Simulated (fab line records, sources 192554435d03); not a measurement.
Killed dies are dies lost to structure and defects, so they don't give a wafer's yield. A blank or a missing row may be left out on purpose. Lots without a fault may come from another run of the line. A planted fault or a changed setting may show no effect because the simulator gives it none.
Problem report in the 8D (eight disciplines) form, filled by code | flow n5_finfet | the parts of the form that need people (team, actions taken, sign-off) are left out

1. THE PROBLEM
spin_speed_rpm at N5_WELL_APT_COAT_02 reads a mean of 1300.0 rpm on 6 wafers of 2 lots; wafers without a fault read 1357.0 rpm with a standard deviation of 1. That is -57 standard deviations from the usual mean.
The step: resist thk 950 nm.
First seen on wafer L237.1, day 6 20:38, on litho_track-04. The record holds 18 wafers of 6 lots with a number at this step. Rule for "out", or "out of limits": more than 4 standard deviations from the usual mean. The other wafers with a number count as sound.

2. WHAT IT IS AND WHAT IT IS NOT
question                    | is                     | is not
which readings at this step | spin_speed_rpm         | -
which lots                  | L237, L238             | L219, L222, L223, L226
which wafers of those lots  | all that have a number | -
read on which tools         | litho_track-04         | litho_track-01, litho_track-03
when                        | from day 6 20:38       | up to then (12 sound wafers)

3. SUSPECTS, AND WHAT RULES EACH OUT
Counting: a tool at a process step up to the reading stays a suspect if it ran every lot that is out and no sound lot after the first of them.
- rie_diel-01 at N5_ZERO_LAYER_DESCUM_16 (chemistry O2, time 7.9 s): kept. It ran every lot that is out, first L237 (day 6 20:02), and no sound lot after that; its last sound lot up to then is L226 (day 4 00:49).
- rie_diel-01 at N5_ZERO_LAYER_ETCH_17 (etches SiO2 in CF4, target depth 12 nm, time 13.3 s): kept. It ran every lot that is out, first L237 (day 6 20:04), and no sound lot after that; its last sound lot up to then is L226 (day 4 00:52).
- plasma_asher-02 at N5_ZERO_LAYER_STRIP_24 (strips in O2): kept. It ran every lot that is out, first L237 (day 6 20:14), and no sound lot after that; its last sound lot up to then is L222 (day 3 00:56).
- litho_track-04 at N5_WELL_APT_COAT_02 (resist thk 950 nm): kept. It ran every lot that is out, first L237 (day 6 20:38), and no sound lot after that; its last sound lot up to then is L226 (day 4 01:26). Its own readings are out on those wafers: spin_speed_rpm.
Left after counting: rie_diel-01 at N5_ZERO_LAYER_DESCUM_16, rie_diel-01 at N5_ZERO_LAYER_ETCH_17, plasma_asher-02 at N5_ZERO_LAYER_STRIP_24, litho_track-04 at N5_WELL_APT_COAT_02.

4. THE CAUSE (what the simulator had put in)
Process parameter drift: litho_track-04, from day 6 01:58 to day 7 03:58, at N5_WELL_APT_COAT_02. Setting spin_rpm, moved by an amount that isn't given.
Counting left 4 suspects, and this tool is among them.

5. THE CHAIN OF EFFECTS, in route order
Each row: a reading whose mean over the struck wafers that have a number lies more than 3 standard deviations from the usual. Only readings for which the record gives a usual standard deviation are gone through. hours: the time from each lot's start at the first step in this table that gives one to its start at this step, as a median over the lots. sigmas: the change in usual standard deviations.
hours | step                | reading        | usual      | on struck wafers | change | sigmas
0     | N5_WELL_APT_COAT_02 | spin_speed_rpm | 1357.0 rpm | 1300.0           | -57.0  | -57
The process steps in it:
- N5_WELL_APT_COAT_02: resist thk 950 nm.
Later measuring or inspecting steps at which every struck wafer that the step has a row for has a number for every such reading, and none has moved that far: N5_WELL_APT_CD_MEAS_08, N5_WELL_APT_OVL_MEAS_09, N5_WELL_APT_INSPECT_10.

6. WHAT WOULD HAVE CAUGHT IT SOONER
In this record the first reading out of limits was taken at day 6 20:38, 19 hours after the fault began at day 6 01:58.
